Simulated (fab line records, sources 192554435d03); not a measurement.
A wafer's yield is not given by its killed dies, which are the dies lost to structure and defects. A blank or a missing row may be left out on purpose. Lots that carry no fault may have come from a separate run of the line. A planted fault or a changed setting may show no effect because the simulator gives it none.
Split-lot experiment || flow n5 finfet || 7 lots, 39 wafers read, on a route of 1938 steps

== SPLIT DETAILS ==
At N5_FIN_SAQP_MANDREL_ETCH_22 (etches a-Si in HBr/Cl2, stops on SiNx, target depth 60 nm, bt time 10 s, time 30 s), the setting target depth a was moved away from the recipe's 600 angstrom on 12 of the 39 wafers read, by -45.0% to +25.9%. The other wafers ran this setting at the recipe's value.

The reading is taken at the split's own step.

== THE READING ==
oes product au, in a.u., at N5_FIN_SAQP_MANDREL_ETCH_22 (etches a-Si in HBr/Cl2, stops on SiNx, target depth 60 nm, bt time 10 s, time 30 s). A value of 0.770 a.u. with a standard deviation of 0.014 a.u. is what fault-free wafers of this fab line usually give.

{"wafer": "L074.1", "tool, chamber at the split": "rie si-03, 3", "target depth a as run, angstrom": 600, "against the recipe": "recipe", "oes product au, a.u.": 0.774, "against lot-mates on the recipe": "-"}
{"wafer": "L074.2", "tool, chamber at the split": "rie si-03, 1", "target depth a as run, angstrom": 600, "against the recipe": "recipe", "oes product au, a.u.": 0.745, "against lot-mates on the recipe": "-"}
{"wafer": "L074.3", "tool, chamber at the split": "rie si-03, 2", "target depth a as run, angstrom": 600, "against the recipe": "recipe", "oes product au, a.u.": 0.783, "against lot-mates on the recipe": "-"}
{"wafer": "L074.4", "tool, chamber at the split": "rie si-03, 3", "target depth a as run, angstrom": 600, "against the recipe": "recipe", "oes product au, a.u.": 0.780, "against lot-mates on the recipe": "-"}
{"wafer": "L074.5", "tool, chamber at the split": "rie si-03, 1", "target depth a as run, angstrom": 600, "against the recipe": "recipe", "oes product au, a.u.": 0.763, "against lot-mates on the recipe": "-"}
{"wafer": "L074.6", "tool, chamber at the split": "rie si-03, 2", "target depth a as run, angstrom": 600, "against the recipe": "recipe", "oes product au, a.u.": 0.781, "against lot-mates on the recipe": "-"}
{"wafer": "L075.1", "tool, chamber at the split": "rie si-04, 0", "target depth a as run, angstrom": 497, "against the recipe": "-17.2%", "oes product au, a.u.": 0.848, "against lot-mates on the recipe": "+0.068"}
{"wafer": "L075.2", "tool, chamber at the split": "rie si-04, 3", "target depth a as run, angstrom": 600, "against the recipe": "recipe", "oes product au, a.u.": 0.795, "against lot-mates on the recipe": "-"}
{"wafer": "L075.3", "tool, chamber at the split": "rie si-04, 1", "target depth a as run, angstrom": 600, "against the recipe": "recipe", "oes product au, a.u.": 0.777, "against lot-mates on the recipe": "-"}
{"wafer": "L075.4", "tool, chamber at the split": "rie si-04, 2", "target depth a as run, angstrom": 497, "against the recipe": "-17.2%", "oes product au, a.u.": 0.860, "against lot-mates on the recipe": "+0.080"}
{"wafer": "L075.5", "tool, chamber at the split": "rie si-04, 3", "target depth a as run, angstrom": 497, "against the recipe": "-17.2%", "oes product au, a.u.": 0.897, "against lot-mates on the recipe": "+0.117"}
{"wafer": "L075.6", "tool, chamber at the split": "rie si-04, 2", "target depth a as run, angstrom": 600, "against the recipe": "recipe", "oes product au, a.u.": 0.767, "against lot-mates on the recipe": "-"}
{"wafer": "L076.1", "tool, chamber at the split": "rie si-04, 3", "target depth a as run, angstrom": 329.8, "against the recipe": "-45.0%", "oes product au, a.u.": 1.052, "against lot-mates on the recipe": "+0.293"}
{"wafer": "L076.2", "tool, chamber at the split": "rie si-04, 2", "target depth a as run, angstrom": 329.8, "against the recipe": "-45.0%", "oes product au, a.u.": 0.985, "against lot-mates on the recipe": "+0.226"}
{"wafer": "L076.3", "tool, chamber at the split": "rie si-04, 1", "target depth a as run, angstrom": 600, "against the recipe": "recipe", "oes product au, a.u.": 0.770, "against lot-mates on the recipe": "-"}
{"wafer": "L076.4", "tool, chamber at the split": "rie si-04, 0", "target depth a as run, angstrom": 600, "against the recipe": "recipe", "oes product au, a.u.": 0.746, "against lot-mates on the recipe": "-"}
{"wafer": "L076.5", "tool, chamber at the split": "rie si-04, 2", "target depth a as run, angstrom": 600, "against the recipe": "recipe", "oes product au, a.u.": 0.760, "against lot-mates on the recipe": "-"}
{"wafer": "L076.6", "tool, chamber at the split": "rie si-04, 1", "target depth a as run, angstrom": 329.8, "against the recipe": "-45.0%", "oes product au, a.u.": 1.026, "against lot-mates on the recipe": "+0.267"}
{"wafer": "L077.1", "tool, chamber at the split": "rie si-05, 3", "target depth a as run, angstrom": 755.4, "against the recipe": "+25.9%", "oes product au, a.u.": 0.668, "against lot-mates on the recipe": -0.106}
{"wafer": "L077.2", "tool, chamber at the split": "rie si-05, 0", "target depth a as run, angstrom": 755.4, "against the recipe": "+25.9%", "oes product au, a.u.": 0.679, "against lot-mates on the recipe": -0.095}
{"wafer": "L077.3", "tool, chamber at the split": "rie si-05, 1", "target depth a as run, angstrom": 600, "against the recipe": "recipe", "oes product au, a.u.": 0.778, "against lot-mates on the recipe": "-"}
{"wafer": "L077.4", "tool, chamber at the split": "rie si-05, 2", "target depth a as run, angstrom": 755.4, "against the recipe": "+25.9%", "oes product au, a.u.": 0.677, "against lot-mates on the recipe": -0.097}
{"wafer": "L077.5", "tool, chamber at the split": "rie si-05, 0", "target depth a as run, angstrom": 600, "against the recipe": "recipe", "oes product au, a.u.": 0.768, "against lot-mates on the recipe": "-"}
{"wafer": "L077.6", "tool, chamber at the split": "rie si-05, 1", "target depth a as run, angstrom": 600, "against the recipe": "recipe", "oes product au, a.u.": 0.776, "against lot-mates on the recipe": "-"}
{"wafer": "L088.1", "tool, chamber at the split": "rie si-04, 0", "target depth a as run, angstrom": 600, "against the recipe": "recipe", "oes product au, a.u.": 0.742, "against lot-mates on the recipe": "-"}
{"wafer": "L088.2", "tool, chamber at the split": "rie si-04, 1", "target depth a as run, angstrom": 600, "against the recipe": "recipe", "oes product au, a.u.": 0.769, "against lot-mates on the recipe": "-"}
{"wafer": "L088.3", "tool, chamber at the split": "rie si-04, 2", "target depth a as run, angstrom": 600, "against the recipe": "recipe", "oes product au, a.u.": 0.752, "against lot-mates on the recipe": "-"}
{"wafer": "L088.4", "tool, chamber at the split": "rie si-04, 3", "target depth a as run, angstrom": 600, "against the recipe": "recipe", "oes product au, a.u.": 0.793, "against lot-mates on the recipe": "-"}
{"wafer": "L088.5", "tool, chamber at the split": "rie si-04, 3", "target depth a as run, angstrom": 600, "against the recipe": "recipe", "oes product au, a.u.": 0.791, "against lot-mates on the recipe": "-"}
{"wafer": "L088.6", "tool, chamber at the split": "rie si-04, 2", "target depth a as run, angstrom": 600, "against the recipe": "recipe", "oes product au, a.u.": 0.756, "against lot-mates on the recipe": "-"}
{"wafer": "L090.1", "tool, chamber at the split": "rie si-05, 3", "target depth a as run, angstrom": 600, "against the recipe": "recipe", "oes product au, a.u.": 0.767, "against lot-mates on the recipe": "-"}
{"wafer": "L090.2", "tool, chamber at the split": "rie si-05, 0", "target depth a as run, angstrom": 369.2, "against the recipe": "-38.5%", "oes product au, a.u.": 1.034, "against lot-mates on the recipe": "+0.269"}
{"wafer": "L090.3", "tool, chamber at the split": "rie si-05, 1", "target depth a as run, angstrom": 600, "against the recipe": "recipe", "oes product au, a.u.": 0.761, "against lot-mates on the recipe": "-"}
{"wafer": "L090.4", "tool, chamber at the split": "rie si-05, 0", "target depth a as run, angstrom": 600, "against the recipe": "recipe", "oes product au, a.u.": 0.766, "against lot-mates on the recipe": "-"}
{"wafer": "L090.5", "tool, chamber at the split": "rie si-05, 3", "target depth a as run, angstrom": 369.2, "against the recipe": "-38.5%", "oes product au, a.u.": 1.001, "against lot-mates on the recipe": "+0.236"}
{"wafer": "L090.6", "tool, chamber at the split": "rie si-05, 1", "target depth a as run, angstrom": 369.2, "against the recipe": "-38.5%", "oes product au, a.u.": 1.007, "against lot-mates on the recipe": "+0.242"}
{"wafer": "L092.4", "tool, chamber at the split": "rie si-05, 3", "target depth a as run, angstrom": 600, "against the recipe": "recipe", "oes product au, a.u.": 0.775, "against lot-mates on the recipe": "-"}
{"wafer": "L092.5", "tool, chamber at the split": "rie si-05, 0", "target depth a as run, angstrom": 600, "against the recipe": "recipe", "oes product au, a.u.": 0.776, "against lot-mates on the recipe": "-"}
{"wafer": "L092.6", "tool, chamber at the split": "rie si-05, 1", "target depth a as run, angstrom": 600, "against the recipe": "recipe", "oes product au, a.u.": 0.774, "against lot-mates on the recipe": "-"}

FIT RESULTS
A straight line over all 39 wafers: oes product au changes by -0.00544 a.u. for each +1% of target depth a; r = -0.98; the points scatter about the line by 0.022 a.u.
The same after taking each lot's own level away (the mean of its wafers on the recipe; 39 wafers): -0.00559 a.u. for each +1%; r = -0.98; scatter 0.021 a.u.
That fit puts the effect of the largest move of target depth a on the reading at 0.25 a.u.
From 0.7587 to 0.7797 a.u.: that is the span of the lots' own levels, equal to 1.5 times the standard deviation above.
Consequently the slope shifts little with the lot-to-lot level, the two slopes agreeing.
Check: with one of the wafers moved furthest among these (-45.0%) left out of the fit, the line predicts +0.252 a.u. for it against its lot-mates. It came out at +0.293 a.u. against them.
Tool readings at the split's step, against how far the setting was moved: oes product au r = -0.98.

== OTHER SPLITS ON THESE WAFERS ==
Note: prior to the reading, these wafers also went through further splits. Each is held against what the fit with the lots' levels taken away leaves over:
{"other split on the same wafers": "N5_ZERO_LAYER_PECVD_02 time s", "wafers away from the commonest value": 12, "r with oes product au (lot level and that fit taken away)": -0.09}

== THE WHOLE CHAIN: every reading that the file lists as answering this split, in the file's order ==
{"step": "N5_FIN_SAQP_MANDREL_ETCH_22", "what it does": "etches a-Si in HBr/Cl2, stops on SiNx, target depth 60 nm, bt time 10 s, time 30 s", "reading": "oes product au", "change (the file's fit)": "-0.0057 a.u. for each +1% of the setting", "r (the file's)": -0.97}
{"step": "N5_FIN_SAQP_MANDREL_ETCH_22", "what it does": "etches a-Si in HBr/Cl2, stops on SiNx, target depth 60 nm, bt time 10 s, time 30 s", "reading": "SOC_of_FIN_SAQP_COAT_49.thk nm (the simulator's own value, which no gauge read)", "change (the file's fit)": "-0.237 nm for each +1% of the setting", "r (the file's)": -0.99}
{"step": "N5_FIN_SAQP_INSPECT_40", "what it does": "inspects for defects (brightfield)", "reading": "raw defect count", "change (the file's fit)": "not straight: 1798 at the lowest setting, 203 at the recipe, 178 at the highest", "r (the file's)": "not given"}
{"step": "N5_FIN_CUT_INSPECT_10", "what it does": "inspects for defects (brightfield)", "reading": "raw defect count", "change (the file's fit)": "not straight: 5208 at the lowest setting, 39 at the recipe, 33 at the highest", "r (the file's)": "not given"}

== THE FILE'S OWN FIT ==
oes product au changes by -0.0057 a.u. for each +1% of target depth a, r = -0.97.
